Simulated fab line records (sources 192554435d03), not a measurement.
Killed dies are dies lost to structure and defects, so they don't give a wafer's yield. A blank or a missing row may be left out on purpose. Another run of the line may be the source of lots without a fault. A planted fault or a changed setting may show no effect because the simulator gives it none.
Split-lot study	flow n5_finfet	21 wafers read from 7 lots, route of 1938 steps

SPLIT DETAILS
At N5_BEOL_M11_ETCH_66 (etches SOC in N2/H2, target depth 120 nm, overetch 24 nm, time 180 s), the setting time_s was moved away from the recipe's 180 s on 8 of the 21 wafers read, by -10.5% to +22.4%. This setting was run at the recipe's value on the other wafers.

The reading comes from the split's own step.

THE READING
SiARC_of_BEOL_M11_COAT_64.thk_nm (the simulator's own value, which no gauge read), in nm, at N5_BEOL_M11_ETCH_66 (etches SOC in N2/H2, target depth 120 nm, overetch 24 nm, time 180 s). No usual value for it is given in the file. The 13 wafers here that ran the recipe average 23.1 nm, standard deviation 0.21 nm.

wafer	tool, chamber at the split	time_s as run, s	against the recipe	SiARC_of_BEOL_M11_COAT_64.thk_nm, nm	against lot-mates on the recipe
L079.1	rie_diel-02, 3	161.1	-10.5%	23.8	+1.0
L079.6	rie_diel-02, 3	161.1	-10.5%	23.8	+1.0
L079.2	rie_diel-02, 0	180	recipe	22.8	-
L084.1	rie_diel-03, 2	180	recipe	23	-
L084.2	rie_diel-03, 1	180	recipe	23.2	-
L084.5	rie_diel-03, 1	180	recipe	23.4	-
L085.3	rie_diel-02, 2	180	recipe	23.2	-
L085.4	rie_diel-02, 1	180	recipe	23.4	-
L085.6	rie_diel-02, 0	180	recipe	22.8	-
L086.1	rie_diel-03, 3	180	recipe	23.2	-
L086.3	rie_diel-03, 0	180	recipe	23.4	-
L086.6	rie_diel-03, 3	215.5	+19.7%	21.8	-1.5
L089.1	rie_diel-06, 1	180	recipe	22.8	-
L089.2	rie_diel-06, 2	199.7	+10.9%	22.6	-0.2
L089.4	rie_diel-06, 1	199.7	+10.9%	22	-0.8
L090.1	rie_diel-03, 0,1	220.4	+22.4%	21.8	-1.4
L090.5	rie_diel-03, 0,1	220.4	+22.4%	21.8	-1.4
L090.4	rie_diel-03, 3	180	recipe	23.2	-
L094.1	rie_diel-03, 1	209.1	+16.2%	22.2	-1.0
L094.3	rie_diel-03, 3,0	180	recipe	23.2	-
L094.6	rie_diel-03, 3,0	180	recipe	23.2	-
When a row names more than one chamber, that row covers several wafers, and the file does not tell which wafer ran in which chamber.

THE FIT
A straight line over all 21 wafers: SiARC_of_BEOL_M11_COAT_64.thk_nm changes by -0.0629 nm for each +1% of time_s; r = -0.95; the points scatter about the line by 0.21 nm.
The same after taking each lot's own level away (the mean of its wafers on the recipe; 21 wafers): -0.0688 nm for each +1%; r = -0.96; scatter 0.2 nm.
On that fit, the largest move of time_s shifts the reading by 1.5 nm.
The span of the lots' own levels, 22.80 to 23.30 nm, comes to 2.3 times the standard deviation stated above.
So the lot-to-lot level changes the slope little: the two slopes agree.
Check: for one of the wafers moved furthest among these (+22.4%), held out of the fit, the line's prediction against its lot-mates is -1.51 nm. It came out at -1.4 nm against them.

FURTHER SPLITS ON THESE WAFERS
These wafers also went through other splits before the reading. Each is held against what the fit with the lots' levels taken away leaves over:
other split on the same wafers	wafers away from the commonest value	r with SiARC_of_BEOL_M11_COAT_64.thk_nm (lot level and that fit taken away)
N5_BEOL_M9_EXPOSE_08 dose_mj	9	+0.16
N5_BEOL_M10_PEB_26 peb_time_s	8	-0.03

THE FILE'S OWN FIT
SiARC_of_BEOL_M11_COAT_64.thk_nm changes by -0.0673 nm for each +1% of time_s, r = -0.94.
